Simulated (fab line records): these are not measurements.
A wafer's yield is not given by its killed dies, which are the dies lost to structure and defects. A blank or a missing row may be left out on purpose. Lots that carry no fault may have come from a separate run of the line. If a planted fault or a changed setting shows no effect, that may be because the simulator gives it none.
Shared-tool check	flow nand harc	12 lots, 36 wafers sampled

## THE REASON FOR OPENING IT
On 1 of the 12 lots, a flag is raised at NHARC_A_M0_CD_MEAS_09 on the reading cd nm. Wafers without a fault read 80.0 nm, standard deviation 0.57.
Rule: a lot is flagged in two cases, either no wafer of it has a number, or all its wafers with numbers fall more than 4 standard deviations from that mean. As for the other lots, they are considered sound.

lot	measured	on	cd nm (nm), wafer by wafer	flag
L748	day 23 10:26	cd sem-02	80.0 80.2 79.6	
L750	day 23 22:21	cd sem-03	81.3 80.1 80.9	
L751	day 24 12:26	cd sem-01	80.1 79.8 79.4	
L753	day 25 14:40	cd sem-02	79.5 79.5 80.3	
L754	day 25 18:11	cd sem-03	79.8 79.3 79.7	
L757	day 27 10:41	cd sem-02	79.7 80.3 79.6	
L755	day 27 14:39	cd sem-02	79.7 79.8 79.8	
L760	day 28 17:10	cd sem-02	121.9 121.1 120.3	FLAGGED
L763	day 29 07:13	cd sem-03	80.2 79.7 79.9	
L762	day 29 08:23	cd sem-03	79.4 80.1 79.7	
L768	day 31 16:21	cd sem-03	79.7 80.0 80.2	
L769	day 32 02:34	cd sem-01	79.8 79.8 80.2	
The numbers of the flagged lots are 121.1 nm on average: +41.1 nm against the usual, or +72 standard deviations.

## TOOL THAT RAN EACH LOT
The record holds 3 process steps before the reading, out of a route of 1302 steps. Every cell lists first the tool, next ch and the chambers used by the sampled wafers, and last the start.
lot	flag	NHARC_A_BLC_PVD_32	NHARC_A_BLC_CMP_25	NHARC_A_M0_PEB_07
L748		pvd sputter-02, day 23 09:09 or earlier	cmp-03 ch 0,2, day 23 09:09	litho track-06 ch 0, day 23 10:21
L750		pvd sputter-03, day 23 21:02 or earlier	cmp-01 ch 1,2,3, day 23 21:02	litho track-06 ch 0, day 23 22:16
L751		pvd sputter-01, day 24 11:09 or earlier	cmp-04 ch 0,2,3, day 24 11:09	litho track-01 ch 0, day 24 12:21
L753		pvd sputter-02, day 25 13:34 or earlier	cmp-01 ch 0,2,3, day 25 13:34	litho track-01 ch 0, day 25 14:35
L754		pvd sputter-02, day 25 16:55 or earlier	cmp-01 ch 0,3, day 25 16:55	litho track-04 ch 0, day 25 18:07
L757		pvd sputter-02, day 27 09:31 or earlier	cmp-01 ch 0,1,2, day 27 09:31	litho track-04 ch 0, day 27 10:37
L755		pvd sputter-03, day 27 13:20 or earlier	cmp-03 ch 1,2,3, day 27 13:20	litho track-01 ch 0, day 27 14:34
L760	FLAGGED	pvd sputter-03, day 28 15:54 or earlier	cmp-01 ch 0,2, day 28 15:54	litho track-06 ch 0, day 28 17:05
L763		pvd sputter-01, day 29 05:54 or earlier	cmp-03 ch 0,1,3, day 29 05:54	litho track-04 ch 0, day 29 07:08
L762		pvd sputter-01, day 29 07:16 or earlier	cmp-03 ch 0,1,3, day 29 07:16	litho track-04 ch 0, day 29 08:19
L768		pvd sputter-01, day 31 15:03 or earlier	cmp-03 ch 0,2, day 31 15:03	litho track-01 ch 0, day 31 16:16
L769		pvd sputter-02, day 32 01:17 or earlier	cmp-04 ch 1,2,3, day 32 01:17	litho track-01 ch 0, day 32 02:29
What these steps do:
- NHARC_A_BLC_PVD_32: deposits Ti, target thk 5 nm, time 17.7 s.
- NHARC_A_BLC_CMP_25: polishes, t overpolish 30 s, target thk 150 nm.
- NHARC_A_M0_PEB_07: peb time 65 s.
- NHARC_A_M0_CD_MEAS_09: target cd 80 nm.

## FLAGGED OVER TOTAL, TOOL BY TOOL (the gauges that took the reading come last)
step	tool	lots run	flagged	share of the flagged lots	sound lots run after its first flagged lot
NHARC_A_BLC_PVD_32	pvd sputter-01	4	0	none	-
NHARC_A_BLC_PVD_32	pvd sputter-02	5	0	none	-
NHARC_A_BLC_PVD_32	pvd sputter-03	3	1	all	0
NHARC_A_BLC_CMP_25	cmp-01	5	1	all	0
NHARC_A_BLC_CMP_25	cmp-03	5	0	none	-
NHARC_A_BLC_CMP_25	cmp-04	2	0	none	-
NHARC_A_M0_PEB_07	litho track-01	5	0	none	-
NHARC_A_M0_PEB_07	litho track-04	4	0	none	-
NHARC_A_M0_PEB_07	litho track-06	3	1	all	0
NHARC_A_M0_CD_MEAS_09	cd sem-01	2	0	none	-
NHARC_A_M0_CD_MEAS_09	cd sem-02	5	1	all	0
NHARC_A_M0_CD_MEAS_09	cd sem-03	5	0	none	-
With no start given for some of its lots, NHARC_A_BLC_PVD_32 uses the hours and lot order of NHARC_A_BLC_CMP_25.

## WHAT THE TABLE ALLOWS
4 rows of the table ran every flagged lot: pvd sputter-03 at NHARC_A_BLC_PVD_32, cmp-01 at NHARC_A_BLC_CMP_25, litho track-06 at NHARC_A_M0_PEB_07, cd sem-02 at NHARC_A_M0_CD_MEAS_09.
- pvd sputter-03 at NHARC_A_BLC_PVD_32: 1 of its 3 lots flagged. It ran its last sound lot, L755, at day 27 13:20 and its first flagged lot, L760, at day 28 15:54: a fault with its onset between the two fits.
- cmp-01 at NHARC_A_BLC_CMP_25: 1 of its 5 lots flagged. It ran its last sound lot, L757, at day 27 09:31 and its first flagged lot, L760, at day 28 15:54: a fault with its onset between the two fits.
- litho track-06 at NHARC_A_M0_PEB_07: 1 of its 3 lots flagged. It ran its last sound lot, L750, at day 23 22:16 and its first flagged lot, L760, at day 28 17:05: a fault with its onset between the two fits. Its own readings lie more than 4 standard deviations out on every wafer of the flagged lots: heater power total W, plate temp C.
- cd sem-02 at NHARC_A_M0_CD_MEAS_09: 1 of its 5 lots flagged. It ran its last sound lot, L755, at day 27 14:39 and its first flagged lot, L760, at day 28 17:10: a fault with its onset between the two fits.
A lot count leaves these 4 tools indistinguishable: every one of them fits a fault beginning at some hour. More lots, or a look at what each step does to the wafer, might.

## WHAT THE SIMULATOR HAD PUT IN
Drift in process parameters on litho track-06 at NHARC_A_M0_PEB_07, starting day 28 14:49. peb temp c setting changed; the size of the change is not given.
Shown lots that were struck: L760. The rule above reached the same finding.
